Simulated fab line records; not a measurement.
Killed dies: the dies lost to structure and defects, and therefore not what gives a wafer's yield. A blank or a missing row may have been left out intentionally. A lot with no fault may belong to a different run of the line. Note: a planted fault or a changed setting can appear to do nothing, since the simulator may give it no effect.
Chamber matching | flow n5 finfet | N5_BEOL_M9_CURE_72 on uv cure-01 has 3 sister chambers
The step cures SiCOH lowk, time 120 s. 3 wafers are shown with their chamber, then 12 later ones without.

WAFERS PAIRED WITH THEIR CHAMBERS
wafer  | chamber | wafer_temp_C_max
L086.6 | 2       | 371.3
L090.3 | 1       | 371.7
L092.5 | 0       | 371.3

WAFERS WITH NO CHAMBER GIVEN
wafer  | wafer_temp_C_max
L091.2 | 372.3
L091.4 | 371.2
L091.6 | 371.3
L094.3 | 371.9
L094.4 | 371.6
L094.6 | 372.6
L096.2 | 373.0
L096.3 | 372.6
L096.5 | 372.2
L097.1 | 372.0
L097.4 | 372.0
L097.5 | 372.0

CHAMBER TAKEN BY EACH
wafer  | from the rows above          | in truth
L091.2 | can't be placed: 1 or 0 or 2 | 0
L091.4 | can't be placed: 0 or 2 or 1 | 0
L091.6 | can't be placed: 0 or 2 or 1 | 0
L094.3 | can't be placed: 1 or 0 or 2 | 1
L094.4 | can't be placed: 1 or 0 or 2 | 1
L094.6 | can't be placed: 1 or 0 or 2 | 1
L096.2 | can't be placed: 1 or 0 or 2 | 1
L096.3 | can't be placed: 1 or 0 or 2 | 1
L096.5 | can't be placed: 1 or 0 or 2 | 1
L097.1 | can't be placed: 1 or 0 or 2 | 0
L097.4 | can't be placed: 1 or 0 or 2 | 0
L097.5 | can't be placed: 1 or 0 or 2 | 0
Correct placement for 0 of the 12. Not placeable from these rows: 12 (in 12, the candidates include the true chamber). Number placed wrongly: 0.
How it was worked out, from the rows above alone: a wafer's distance from a chamber is the root of the sum, over the readings, of the square of ((its reading less the chamber's mean) divided by the reading's scatter). The wafer belongs to the nearest chamber; if the next one is less than 2 further off, it can't be placed. A chamber's mean is the mean of its shown wafers. The scatter: with one shown wafer a chamber, the root of the mean of the squares of how far each hidden wafer lies from its nearest shown one.
